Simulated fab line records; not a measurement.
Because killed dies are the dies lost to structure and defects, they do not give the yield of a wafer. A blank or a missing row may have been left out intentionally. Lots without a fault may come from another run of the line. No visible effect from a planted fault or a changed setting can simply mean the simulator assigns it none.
Matching of chambers | flow n5Finfet | aldMetal-02 running N5_HKMG_FIN_ALD_79: 4 sister chambers
The step deposits TiN, target thk 1.5 nm, pulse time 1 s, purge time 3 s. 8 wafers are shown with their chamber, then 9 later ones without.

WAFERS, EACH WITH ITS CHAMBER
wafer  | chamber | heaterPowerW (W) | precursorPulseHeightRel
L077.2 | 2       | 813              | 1.018
L079.1 | 3       | 824              | 1.020
L079.2 | 2       | 800              | 1.023
L082.3 | 1       | 979              | 0.986
L082.5 | 0       | 839              | 1.019
L083.1 | 0       | 834              | 0.995
L083.2 | 3       | 822              | 1.037
L083.5 | 1       | 976              | 0.996

WAFERS MISSING THEIR CHAMBER
wafer  | heaterPowerW (W) | precursorPulseHeightRel
L087.1 | 825              | 1.033
L087.2 | 962              | 1.033
L087.3 | 808              | 1.018
L092.1 | 811              | 0.979
L092.2 | 946              | 0.973
L092.3 | 802              | 0.991
L095.1 | 955              | 0.985
L095.3 | 817              | 1.008
L095.6 | 992              | 0.995

WHICH CHAMBER EACH WENT THROUGH
wafer  | from the rows above          | in truth
L087.1 | 3                            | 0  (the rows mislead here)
L087.2 | 1                            | 1
L087.3 | 2                            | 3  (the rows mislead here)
L092.1 | can't be placed: 2 or 3 or 0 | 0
L092.2 | 1                            | 1
L092.3 | 2                            | 2
L095.1 | 1                            | 1
L095.3 | can't be placed: 3 or 2 or 0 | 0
L095.6 | 1                            | 1
Correct placement for 5 of the 9. From these rows, 2 cannot be placed; in 2 the true chamber is one of the candidates. Number placed wrongly: 2.
How it was worked out, from the rows above alone: a wafer's distance from a chamber is the root of the sum, over the readings, of the square of ((its reading less the chamber's mean) divided by the reading's scatter). The wafer belongs to the nearest chamber; if the next one is less than 2 further off, it can't be placed. For every chamber, the mean is computed from those of its wafers that are shown. The scatter: the root of (the sum of the squares of (reading less its chamber's mean) over the shown wafers, divided by (wafers less chambers)).
